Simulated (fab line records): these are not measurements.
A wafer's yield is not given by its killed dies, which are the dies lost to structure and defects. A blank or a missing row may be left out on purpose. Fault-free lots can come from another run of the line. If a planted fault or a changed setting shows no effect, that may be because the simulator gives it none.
fab line records	flow nand-harc
[record] lots = 6	wafers = 18	last-day = 32
route steps=1302 shown P_M2@330 END@1302
lots that met no fault: taken from a fault-free run of the same line
start-h: hours from the record's first day to the start of the lot's first wafer shown	wait-h: time in hours since the lot's previous step	" same as the row above	L1.1+2: several wafers, shown together as one row	- no value, or no start given	* or withheld: withheld	< > ~ a bound
route shown NAME@n: a module of which the file shows steps, and the number in the route of the first	usual: mean/standard deviation taken from wafers without a fault	same: alike in all rows	chamber/n: place in a boat	sites: per-site readings	_std_site: the standard deviation of these	_edge_site: outer sites' mean less inner sites'	radius-mm: for every site, how far away it sits from the centre of the wafer	mask NAME#n: copy n	behind: the most recent tool/chamber to have shaped the wafer	hold: why the lot went on hold/how many hours it stayed there/how the hold came to an end	device: transistor that didn't switch, given as n, p or np	end of line: the same wafers' tests at the end of the route	a step with no rows: only its recipe	killed: at the first sort, the dies lost to defects and structure; wafer yield is something else	map: a wafer's dies, marking killed ones x, the rest . and places with no die _
set.NAME: the setting that was run; set.NAME@STEP: the one run at that earlier step	model.NAME: the simulator's own value behind a step, which no gauge read
lots seen at some steps along the route; tables by step, rows by wafer
services: a tool's chamber out of use, with start hour (start-h, from the record's first day; less than 0 if before it), hours out, and reason
[[steps]]
[step NHARC_P_M2_INSPECT_11]
[usual] raw-defect-count = 4.7/2.5
lot.wafer	tool	chamber	start-h	wait-h	raw-defect-count
L437.1	defect-inspect-02	-	172.73	0.0	4
L437.3	"	-	"	"	1
L437.4	"	-	"	"	9
L438.1	defect-inspect-01	-	186.54	0.0	2
L438.2	"	-	"	"	3
L438.6	"	-	"	"	6
L440.1	defect-inspect-01	-	207.39	0.0	3
L440.3	"	-	"	"	4
L440.6	"	-	"	"	6
L451.4	defect-inspect-02	-	316.27	0.0	6
L451.5	"	-	"	"	8
L451.6	"	-	"	"	3
L452.1	defect-inspect-02	-	317.38	0.0	4
L452.4	"	-	"	"	6
L452.6	"	-	"	"	5
L453.2	defect-inspect-02	-	331.12	0.0	3
L453.3	"	-	"	"	5
L453.6	"	-	"	"	1
[step NHARC_P_M2_DESCUM_14]
[recipe] time-s = 3	o2-flow-sccm = 200	ar-flow-sccm = 0	bias-power-w = 0	chemistry = O2
[step NHARC_P_M2_ETCH_35]
[recipe] target-depth-a = 400	overetch-a = 120	time-s = 43.94	ion-energy-ev = 200	n2-flow-sccm = 150	h2-flow-sccm = 150	ar-flow-sccm = 0	rf-w = 400	bias-w = 150	chemistry = N2/H2
[usual] drypump-motor-current-A = 5.7/0.45	mfc-ar-sccm = 0.002/0.0052	oes-product-au = 1.002/0.011	rf-vpp-V = 431.2/2.6	showerhead-plenum-p-Torr = 2.06/0.093	throttle-valve-pct = 14.171/0.0095
lot.wafer	tool	chamber	start-h	wait-h	drypump-motor-current-A	mfc-ar-sccm	oes-product-au	rf-hours-counter-h	rf-vpp-V	showerhead-plenum-p-Torr	throttle-valve-pct
L437.4	rie-diel-08	3	172.87	0.1	6.7	0	1.010	5.8	426.8	1.90	14.175
L437.1	"	0	"	"	5.1	0	1.026	5.6	426.9	1.92	14.185
L437.3	"	1	"	"	5.9	0	1.009	6.0	435.8	2.21	14.182
L438.1	rie-diel-09	1	186.69	0.1	5.4	0	1.003	0.5	430.7	2.06	14.176
L438.2	"	2	"	"	5.4	0	0.991	0.5	433.9	2.14	14.177
L438.6	"	0	"	"	5.6	0.008	1.007	-	433.6	2.15	14.184
L440.1	rie-diel-09	1	207.54	0.1	5.4	0	1.000	1.9	431.3	2.06	14.164
L440.3	"	0	"	"	5.6	0.008	1.015	2.0	432.5	2.15	14.158
L440.6	"	1	"	"	5.4	0	0.998	-	430.6	2.06	14.162
L451.4	rie-diel-08	3	316.41	0.1	6.7	0	1.004	6.0	427.1	1.90	14.192
L451.6	"	3	"	"	6.7	0	1.008	-	426.7	1.90	14.169
L451.5	"	0	"	"	5.1	0	1.007	-	427.8	1.92	14.182
L452.4	rie-diel-08	1	317.53	0.1	6.0	0	0.997	5.1	434.9	2.21	14.183
L452.1	"	2	"	"	6.0	0	1.005	5.4	434.5	2.11	14.160
L452.6	"	1	"	"	6.0	0	1.007	-	434.8	2.21	14.167
L453.3	rie-diel-09	0	331.28	0.1	5.6	0.008	1.007	0.0	433.6	2.15	14.176
L453.2	"	1	"	"	5.4	0	1.008	0.0	431.6	2.05	14.178
L453.6	"	3	"	"	6.1	0	1.000	-	430.9	2.09	14.173
[step NHARC_P_M2_ETCH_15]
[recipe] target-depth-a = 1825	time-s = 91.2	c4f8-flow-sccm = withheld	ar-flow-sccm = 400	rf-w = 600	bias-w = 300	chemistry = C4F8/Ar
[usual] oes-product-au = 0.940/0.023	rf-vpp-V = 441.6/2.7
lot.wafer	tool	chamber	start-h	wait-h	oes-product-au	rf-hours-counter-h	rf-vpp-V
L437.1	rie-diel-08	2	-	-	0.938	6.4	442.8
L437.3	"	3	"	"	0.923	5.8	437.5
L437.4	"	0	"	"	0.942	5.6	437.9
L438.2	rie-diel-09	1	-	-	0.924	0.6	442.7
L438.1	"	2	"	"	0.916	0.5	443.7
L438.6	"	0	"	"	0.931	-	443.9
L440.1	rie-diel-09	3	-	-	0.920	1.4	442.3
L440.3	"	0	"	"	0.945	2.0	445.5
L440.6	"	2	"	"	0.930	-	443.0
L451.4	rie-diel-08	1	-	-	0.978	5.1	445.7
L451.6	"	2	"	"	0.965	-	441.9
L451.5	"	3	"	"	0.971	-	436.6
L452.4	rie-diel-08	1	-	-	0.982	5.2	445.0
L452.1	"	2	"	"	0.970	5.4	442.2
L452.6	"	1	"	"	0.979	-	446.7
L453.3	rie-diel-09	0	-	-	0.969	0.0	442.8
L453.2	"	1	"	"	0.987	0.0	441.0
L453.6	"	0	"	"	0.972	-	445.3
[step NHARC_P_M2_CD_MEAS_16]
[usual] cd-nm = 170.4/0.82
lot.wafer	tool	chamber	start-h	wait-h	cd-nm
L437.1	cd-sem-02	-	173.09	-	169.3
L437.3	"	-	"	"	168.7
L437.4	"	-	"	"	169.2
L438.1	cd-sem-03	-	186.90	-	169.8
L438.2	"	-	"	"	169.0
L438.6	"	-	"	"	169.4
L440.1	cd-sem-02	-	207.76	-	168.1
L440.3	"	-	"	"	169.0
L440.6	"	-	"	"	169.2
L451.4	cd-sem-01	-	316.64	-	170.2
L451.5	"	-	"	"	170.8
L451.6	"	-	"	"	170.1
L452.1	cd-sem-01	-	317.75	-	169.5
L452.4	"	-	"	"	170.4
L452.6	"	-	"	"	170.9
L453.2	cd-sem-01	-	331.49	-	171.4
L453.3	"	-	"	"	171.4
L453.6	"	-	"	"	171.9
[step NHARC_P_M2_STRIP_18]
[recipe] power-w = 1000	n2-flow-sccm = 150	h2-flow-sccm = 150	ar-flow-sccm = 0	bias-w = 0	chemistry = N2/H2
[step NHARC_P_M2_ETCH_28]
[recipe] target-depth-a = 300	over-etch-frac = 0.3	time-s = 72.99	ion-energy-ev = 150	cf4-flow-sccm = 50	n2-flow-sccm = 100	ar-flow-sccm = 150	rf-w = 300	bias-w = 100	chemistry = CF4/N2
[step NHARC_P_M2_STRIP_19]
[recipe] time-s = 600	temp-c = 30	chemistry = post-etch-residue-remover
[step NHARC_P_M2_DEGAS_29]
[recipe] temp-c = 250	time-s = 60
[usual] heater-power-w = 326/37
lot.wafer	tool	chamber	start-h	wait-h	heater-power-w
L437.4	pvd-sputter-02	-	173.81	-	408
L437.3	"	-	"	"	316
L437.1	"	-	"	"	335
L438.1	pvd-sputter-02	-	187.62	-	337
L438.2	"	-	"	"	415
L438.6	"	-	"	"	335
L440.3	pvd-sputter-01	-	208.48	-	284
L440.1	"	-	"	"	329
L440.6	"	-	"	"	279
L451.4	pvd-sputter-03	-	317.35	-	315
L451.6	"	-	"	"	285
L451.5	"	-	"	"	347
L452.4	pvd-sputter-02	-	318.48	-	323
L452.1	"	-	"	"	325
L452.6	"	-	"	"	402
L453.3	pvd-sputter-01	-	332.21	-	333
L453.2	"	-	"	"	286
L453.6	"	-	"	"	326
[step NHARC_P_M2_PRE_CLEAN_30]
[recipe] time-s = 30	temp-c = 280	gas = H2/He
[usual] heater-power-w = 401/47
lot.wafer	tool	chamber	start-h	wait-h	heater-power-w
L437.3	pvd-sputter-02	-	-	-	401
L437.4	"	-	"	"	403
L437.1	"	-	"	"	408
L438.1	pvd-sputter-02	-	-	-	404
L438.2	"	-	"	"	400
L438.6	"	-	"	"	407
L440.3	pvd-sputter-01	-	-	-	354
L440.1	"	-	"	"	345
L440.6	"	-	"	"	411
L451.4	pvd-sputter-03	-	-	-	389
L451.6	"	-	"	"	350
L451.5	"	-	"	"	422
L452.1	pvd-sputter-02	-	-	-	399
L452.4	"	-	"	"	414
L452.6	"	-	"	"	483
L453.3	pvd-sputter-01	-	-	-	403
L453.2	"	-	"	"	359
L453.6	"	-	"	"	410
[step NHARC_P_M2_PVD_20]
[recipe] target-thk-a = 50	bias-v = 168.6	power-w = 15000	chamber-pressure-pa = 0.12	time-s = 8.06	substrate-temp-c = 50	material = TaN
[usual] chamber-pressure-pa = 0.12002/0.00023	throttle-valve-pct = 29.8/1
lot.wafer	tool	chamber	start-h	wait-h	chamber-pressure-pa	throttle-valve-pct
L437.3	pvd-sputter-02	-	-	-	0.11943	31.4
L437.1	"	-	"	"	0.11989	30.0
L437.4	"	-	"	"	0.11986	30.6
L438.1	pvd-sputter-02	-	-	-	0.12067	29.9
L438.2	"	-	"	"	0.1202	30.9
L438.6	"	-	"	"	0.11993	30.7
L440.1	pvd-sputter-01	-	-	-	0.12014	28.5
L440.3	"	-	"	"	0.12017	30.0
L440.6	"	-	"	"	0.11998	30.0
L451.4	pvd-sputter-03	-	-	-	0.11948	27.2
L451.5	"	-	"	"	0.1205	29.9
L451.6	"	-	"	"	0.1201	27.3
L452.4	pvd-sputter-02	-	-	-	0.12002	29.3
L452.1	"	-	"	"	0.11993	28.9
L452.6	"	-	"	"	0.12007	29.5
L453.2	pvd-sputter-01	-	-	-	0.11961	30.6
L453.3	"	-	"	"	0.11997	28.8
L453.6	"	-	"	"	0.11973	29.7
[step NHARC_P_M2_PVD_21]
[recipe] target-thk-a = 300	chamber-pressure-pa = 5	power-w = 5000	substrate-temp-c = 30	time-s = 20.49	material = Cu
[step NHARC_P_M2_ECD_22]
[recipe] target-thk-a = 4000	bath-temp-c = 25	material = Cu
lot.wafer	tool	chamber	start-h	wait-h
L437.1+3+4	ecd-cu-02	1,1,0	174.17	-
L438.1+2+6	ecd-cu-02	0,1,1	187.98	-
L440.1+3+6	ecd-cu-02	0,0,1	208.88	-
L451.4+6+5	ecd-cu-02	1,1,0	317.80	-
L452.1+4+6	ecd-cu-01	1,0,1	318.82	-
L453.2+3+6	ecd-cu-01	0,1,0	332.61	-
[step NHARC_P_M2_ANNEAL_31]
[recipe] temp-c = 225	time-s = 90
[step NHARC_P_M2_CMP_23]
[recipe] t-overpolish-s = 20	target-thk-nm = 144.3
[usual] motor-current-A = 11.8/1.1	time-to-endpoint-s = 29.0/2.1
lot.wafer	tool	chamber	start-h	wait-h	motor-current-A	time-to-endpoint-s
L437.3	cmp-01	0	174.92	-	11.3	32.6
L437.4	"	1	"	"	13.7	29.6
L437.1	"	2	"	"	11.4	28.4
L438.1	cmp-03	1	188.73	-	12.3	48.9
L438.2	"	3	"	"	12.3	28.3
L438.6	"	0	"	"	13.4	29.7
L440.1	cmp-02	3	209.58	-	9.8	52.8
L440.3	"	1	"	"	12.0	26.9
L440.6	"	2	"	"	11.9	26.9
L451.4	cmp-03	1	318.48	-	12.0	30.8
L451.5	"	3	"	"	11.6	30.6
L451.6	"	0	"	"	13.3	26.4
L452.1	cmp-02	2	319.57	-	11.3	26.1
L452.4	"	0	"	"	11.6	28.6
L452.6	"	2	"	"	11.1	26.7
L453.2	cmp-01	2	333.31	-	12.0	26.6
L453.3	"	3	"	"	11.8	28.1
L453.6	"	1	"	"	13.6	30.2
[step NHARC_P_M2_THK_MEAS_24]
[recipe] thk-meas-gauge = xrf
[usual] thk-nm = 144.5/1.4
lot.wafer	tool	chamber	start-h	wait-h	thk-nm
L437.1	film-metro-01	-	175.21	-	143.6
L437.3	"	-	"	"	143.7
L437.4	"	-	"	"	143.4
L438.1	film-metro-02	-	189.02	-	144.2
L438.2	"	-	"	"	145.8
L438.6	"	-	"	"	144.0
L440.1	film-metro-02	-	209.87	-	141.9
L440.3	"	-	"	"	142.9
L440.6	"	-	"	"	143.6
L451.4	film-metro-01	-	318.74	-	141.9
L451.5	"	-	"	"	146.6
L451.6	"	-	"	"	143.6
L452.1	film-metro-01	-	319.88	-	141.7
L452.4	"	-	"	"	145.1
L452.6	"	-	"	"	142.5
L453.2	film-metro-01	-	333.60	-	143.8
L453.3	"	-	"	"	146.3
L453.6	"	-	"	"	145.7
[step NHARC_END_SORT_01]
[recipe] temp-c = 25
[usual] defect-limited-yield = 90.8/2.5	killed-at-array = 58/17	killed-at-other = 1.0/1.4	killed-at-periphery = 3.6/2.4	killed-dies = 62/17	killed-open = 3.4/2	killed-short = 2.2/1.6
[same] gross-dies = 677
lot.wafer	tool	chamber	start-h	wait-h	defect-limited-yield[%]	killed-at-array	killed-at-other	killed-at-periphery	killed-dies	killed-open	killed-short
L437.1	prober-01	0	598.98	2.5	92.5	50	0	1	51	4	1
L438.1	prober-02	0	625.87	2.5	90.5	60	1	3	64	7	1
L438.6	prober-02	0	629.80	3.9	89.7	68	0	2	70	2	1
L440.1	prober-01	0	641.17	2.5	92.0	52	0	2	54	2	6
L440.3	prober-01	0	642.81	3.1	91.7	49	0	7	56	2	4
L440.6	prober-01	0	645.28	4.1	89.5	62	1	8	71	4	7
L452.1	prober-01	0	739.04	2.5	91.3	57	0	2	59	3	2
L452.4	prober-01	0	741.46	3.4	92.9	43	2	3	48	1	1
L452.6	prober-01	0	743.07	4.0	90.7	55	0	8	63	6	4
L451.4	prober-02	0	741.52	3.4	91.9	51	0	4	55	4	0
L451.5	prober-02	0	742.32	3.7	92.0	48	1	5	54	6	3
L451.6	prober-02	0	743.12	4.0	92.9	44	2	2	48	2	4
// killed by level:class
L437.1 A_CHANNEL_HOLE_D2:chamber-film-flake=19 A_CHANNEL_HOLE_D1:chamber-film-flake=18 A_STAIRCASE:chamber-film-flake=3 A_CONTACT:chamber-film-flake=3 A_CHANNEL_FILL_D2:geometric-particle:open=2 A_CHANNEL_HOLE_D1:geometric-particle:open=1 A_SGD_CUT:geometric-particle:short=1 A_SGD_CUT:geometric-particle:open=1
L438.1 A_CHANNEL_HOLE_D2:chamber-film-flake=27 A_CHANNEL_HOLE_D1:chamber-film-flake=14 A_CONTACT:chamber-film-flake=5 A_STAIRCASE:chamber-film-flake=3 A_WL_FILL:chamber-film-flake=3 A_M1:chamber-film-flake=3 A_CHANNEL_FILL_D1:geometric-particle:open=2 A_WL_FILL:geometric-particle:open=2
L438.6 A_CHANNEL_HOLE_D1:chamber-film-flake=32 A_CHANNEL_HOLE_D2:chamber-film-flake=30 A_WL_FILL:chamber-film-flake=2 A_WL_FILL:geometric-particle:short=1 A_WL_FILL:geometric-particle:open=1 A_BONDPAD:geometric-particle:open=1 P_ZERO_WELL:chamber-film-flake=1 P_GATE:chamber-film-flake=1
L440.1 A_SLIT:chamber-film-flake=25 A_CHANNEL_HOLE_D2:chamber-film-flake=7 A_CHANNEL_HOLE_D1:chamber-film-flake=3 A_DECK1_JOINT:chamber-film-flake=3 A_DECK1_JOINT:geometric-particle:short=2 A_CHANNEL_FILL_D2:geometric-particle:short=2 A_M0:geometric-particle:open=2 A_CHANNEL_FILL_D2:chamber-film-flake=2
L440.3 A_SLIT:chamber-film-flake=20 A_CHANNEL_HOLE_D2:chamber-film-flake=11 A_CHANNEL_HOLE_D1:chamber-film-flake=5 A_STAIRCASE:chamber-film-flake=3 A_WL_FILL:chamber-film-flake=3 P_STI:chamber-film-flake=2 A_CONTACT:chamber-film-flake=2 P_CONTACT:geometric-particle:open=1
L440.6 A_SLIT:chamber-film-flake=31 A_CHANNEL_HOLE_D2:chamber-film-flake=6 A_CHANNEL_HOLE_D1:chamber-film-flake=3 A_DECK1_JOINT:chamber-film-flake=3 A_STAIRCASE:chamber-film-flake=3 A_WL_FILL:geometric-particle:short=2 P_ZERO_WELL:chamber-film-flake=2 P_STI:chamber-film-flake=2
L452.1 A_SLIT:chamber-film-flake=33 A_CHANNEL_HOLE_D1:chamber-film-flake=9 A_CONTACT:chamber-film-flake=7 A_CHANNEL_HOLE_D2:chamber-film-flake=2 P_M0:geometric-particle:open=1 A_CHANNEL_FILL_D2:geometric-particle:short=1 A_CHANNEL_FILL_D2:geometric-particle:open=1 A_SGD_CUT:geometric-particle:short=1
L452.4 A_SLIT:chamber-film-flake=26 A_CHANNEL_HOLE_D1:chamber-film-flake=7 A_CONTACT:chamber-film-flake=5 P_GATE:chamber-film-flake=2 A_ZERO_WELL:chamber-film-flake=2 THIN_TSV:chamber-film-flake=2 A_SGD_CUT:geometric-particle:short=1 A_M0:geometric-particle:open=1
L451.4 A_CHANNEL_HOLE_D1:chamber-film-flake=28 A_SLIT:chamber-film-flake=5 A_WL_FILL:chamber-film-flake=5 A_CONTACT:chamber-film-flake=4 A_CHANNEL_HOLE_D2:chamber-film-flake=3 A_DECK1_JOINT:geometric-particle:open=2 P_GATE:chamber-film-flake=2 P_M0:geometric-particle:open=1
L451.5 A_CHANNEL_HOLE_D1:chamber-film-flake=23 A_CONTACT:chamber-film-flake=8 A_WL_FILL:chamber-film-flake=4 P_GATE:chamber-film-flake=3 A_CHANNEL_HOLE_D2:chamber-film-flake=2 P_M0:geometric-particle:open=1 A_SOURCE_PLATE:geometric-particle:short=1 A_ONON_D1:geometric-particle:open=1
L452.6 A_SLIT:chamber-film-flake=28 A_CHANNEL_HOLE_D1:chamber-film-flake=14 A_CONTACT:chamber-film-flake=5 P_CONTACT:geometric-particle:open=2 A_WL_FILL:geometric-particle:short=2 A_CONTACT:geometric-particle:open=2 P_GATE:chamber-film-flake=2 A_CHANNEL_HOLE_D2:chamber-film-flake=2
L451.6 A_CHANNEL_HOLE_D1:chamber-film-flake=30 A_SLIT:chamber-film-flake=3 A_CHANNEL_HOLE_D1:geometric-particle:short=2 A_WL_FILL:chamber-film-flake=2 A_CONTACT:chamber-film-flake=2 THIN_TSV:chamber-film-flake=2 P_STI:geometric-particle:short=1 A_CHANNEL_FILL_D2:geometric-particle:short=1
[[services]]
tool	chamber	start-h	hours	kind
cmp-02	-	154.69	0.4	repair
cmp-02	-	157.93	0.6	repair
cmp-03	-	162.02	4.0	pm
ecd-cu-01	-	162.33	8.0	pm
pvd-sputter-03	-	170.06	10.0	pm
cmp-03	-	173.55	2.7	repair
cmp-02	-	176.02	1.0	repair
cmp-01	-	186.96	4.0	pm
rie-diel-08	-	190.80	9.0	pm
cmp-01	-	190.99	4.0	repair
cmp-01	-	212.22	1.4	repair
rie-diel-08	2	224.14	4.1	repair
pvd-sputter-01	-	226.00	10.0	pm
rie-diel-09	2	234.89	4.7	repair
pvd-sputter-03	-	243.47	7.9	repair
ecd-cu-02	-	244.00	8.0	pm
pvd-sputter-02	-	255.59	0.8	repair
pvd-sputter-03	-	273.04	1.0	repair
rie-diel-09	2	281.81	2.0	repair
pvd-sputter-02	-	282.00	10.0	pm
rie-diel-08	-	305.45	0.1	repair
pvd-sputter-01	-	311.78	1.0	repair
pvd-sputter-01	-	314.71	3.5	repair
rie-diel-09	-	320.43	9.0	pm
[[key]]
[first-sign] step = NHARC_P_M2_CMP_23	reading = time-to-endpoint-s	direction = up	sigmas = 10	usual = *	struck = *
effect none on later readings
met-at NHARC_P_M2_ECD_22
struck-wafers L438.1,L440.1
onset-between 174.17 187.98
[fault] kind = process-parameter-drift	tool = ecd-cu-02	chamber = -	onset-h = 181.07	steps = NHARC_P_M2_ECD_22	channel = target-thk-a	offset = *	shape = step	end-h = 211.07	scope = struck-wafers-only	acts-in = *	stated = *
